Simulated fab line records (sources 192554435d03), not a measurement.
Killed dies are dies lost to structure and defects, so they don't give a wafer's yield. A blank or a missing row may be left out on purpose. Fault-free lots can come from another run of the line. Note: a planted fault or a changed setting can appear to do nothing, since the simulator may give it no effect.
Chamber matching + flow n5 finfet + 4 sister chambers for N5_FIN_SAQP_SPACER2_ALD_28 on ald sin-01
The step deposits SiO2, target thk 8.1 nm, pulse time 1 s, purge time 2 s. 8 wafers are shown with their chamber, then 7 later ones without.

WAFERS, EACH WITH ITS CHAMBER
| wafer  | chamber | heater power w (W) | precursor pulse height rel |
|--------|---------|--------------------|----------------------------|
| L265.1 | 1       | 469                | 1.003                      |
| L267.4 | 3       | 435                | 0.990                      |
| L267.5 | 2       | 396                | 0.985                      |
| L268.2 | 0       | 420                | 0.980                      |
| L268.5 | 3       | 416                | 1.019                      |
| L268.6 | 2       | 399                | 1.037                      |
| L274.1 | 0       | 425                | 0.996                      |
| L274.4 | 1       | 465                | 0.993                      |

WAFERS WHOSE CHAMBER IS MISSING
| wafer  | heater power w (W) | precursor pulse height rel |
|--------|--------------------|----------------------------|
| L274.6 | 421                | 1.005                      |
| L280.1 | 404                | 0.972                      |
| L280.3 | 483                | 0.999                      |
| L280.5 | 430                | 1.025                      |
| L281.3 | 477                | 1.012                      |
| L281.4 | 456                | 1.002                      |
| L281.6 | 405                | 1.040                      |

THE CHAMBER EACH PASSED THROUGH
| wafer  | from the rows above          | in truth |
|--------|------------------------------|----------|
| L274.6 | can't be placed: 3 or 0      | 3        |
| L280.1 | can't be placed: 2 or 0 or 3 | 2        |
| L280.3 | 1                            | 1        |
| L280.5 | can't be placed: 3 or 0      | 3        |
| L281.3 | 1                            | 1        |
| L281.4 | 1                            | 1        |
| L281.6 | can't be placed: 2 or 3 or 0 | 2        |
3 of 7 placed correctly. From these rows, 4 cannot be placed; in 4 the true chamber is one of the candidates. Placed wrongly: 0.
How it was worked out, from the rows above alone: a wafer's distance from a chamber is the root of the sum, over the readings, of the square of ((its reading less the chamber's mean) divided by the reading's scatter). If the next closest chamber is less than 2 further off than the closest, the wafer can't be placed; otherwise it belongs to the closest. For every chamber, the mean is computed from those of its wafers that are shown. How the scatter is found: for the shown wafers, subtract from each reading the mean of its chamber, square and add these, divide the total by (wafers less chambers), then take the root.
